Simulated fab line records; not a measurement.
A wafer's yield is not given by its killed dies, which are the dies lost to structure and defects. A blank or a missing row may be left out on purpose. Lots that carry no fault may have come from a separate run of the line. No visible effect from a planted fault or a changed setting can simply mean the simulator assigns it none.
Comparing a struck lot with a sound one ; flow nandHarc ; 15 out of 1302 route steps
Sound: wafers L521.2, L521.3, L521.6. Wafers struck: L520.2, L520.3, L520.5. The cause comes at the end.
Per side, at each step with rows, come the tool, then ch with its chambers, and then its first start. Under that, the readings that differ: sound wafers ; struck wafers ; difference of the means ; sigmas: that difference in standard deviations of wafers without a fault.
alike: readings whose means differ by less than 2 such deviations, and words and numbers that are the same on both sides. not compared: withheld readings, readings that some wafer has no value for, bounds like >300 that may hide the same value, and numbers for which the record gives no deviation and whose values overlap.
A row with sigmas, a row that says differs or no value, or rows on one side alone: a step with any of these is where the two part. When numbers do not overlap yet have no deviation, they are printed without sigmas and do not part them. Lack of a reading on every wafer of one side parts them only where that side has two or more wafers.

first, 9 steps without rows for these wafers: NHARC_P_GATE_STRIP_63 (strips in SPM, time 900 s); NHARC_P_GATE_DEHYDRATE_83 (time 120 s); NHARC_P_GATE_HMDS_84 (time 30 s); NHARC_P_GATE_COAT_85; NHARC_P_GATE_SOFTBAKE_86 (time 95 s); NHARC_P_GATE_EBR_87; NHARC_P_GATE_EXPOSE_88 (exposes mask P HVN, target cd 2000 nm); NHARC_P_GATE_PEB_89 (peb time 85 s); NHARC_P_GATE_DEVELOP_90 (time 70 s).
NHARC_P_GATE_CD_MEAS_91: the cd target is 2000 nm.
  sound on cdSem-02 ch 0, day 10 14:58; struck on cdSem-02 ch 0, day 10 12:03
  alike: cdNm
then, 1 step without rows for these wafers: NHARC_P_GATE_HARDBAKE_92 (time 80 s).
NHARC_P_GATE_DESCUM_93: chemistry O2, time 3 s.
  sound on rieDiel-01 ch 2,3, day 10 15:08; struck on rieDiel-12 ch 1,2,3, day 10 12:13
reading;sound;struck;difference;sigmas
throttleValvePct (%);11.311 11.318 11.324;11.316 11.288 11.292;-0.019;-2
  alike: drypumpMotorCurrentA, o2FlowSccm, oesProductAu, rfVppV, showerheadPlenumPTorr
  not compared: rfHoursCounterH
NHARC_P_GATE_IMPLANT_94:
  sound on implanter-01 ch 0, day 10 15:19; struck on implanter-02 ch 0, day 10 12:23
reading;sound;struck;difference;sigmas
beamEnergyKeV;59.972 59.960 60.012;58.571 58.590 58.585;-1.399;-82
model.implant.drpNm (nm);29.74 29.74 29.74;29.15 29.15 29.15;-0.59;
NHARC_P_GATE_STRIP_113: strips in N2/H2, time 740 s.
  sound on plasmaAsher-02 ch 1, day 10 15:30; struck on plasmaAsher-02 ch 0,1, day 10 12:34
  alike: drypumpMotorCurrentA, heaterPowerW
  not compared: rfHoursCounterH
-- record jumps: 18 days between struck wafers' starts before vs after; left off in module P_GATE, resumes in module END, first step shown is number 1302 of the route --
NHARC_END_SORT_01:
  at this point the record logs the struck wafers (prober-01 ch 0, day 28 15:31) and has no rows for the sound ones

WHERE THEY PART
At NHARC_P_GATE_DESCUM_93 first; at NHARC_END_SORT_01 last (within this record only).

WHY: the cause the simulator had injected
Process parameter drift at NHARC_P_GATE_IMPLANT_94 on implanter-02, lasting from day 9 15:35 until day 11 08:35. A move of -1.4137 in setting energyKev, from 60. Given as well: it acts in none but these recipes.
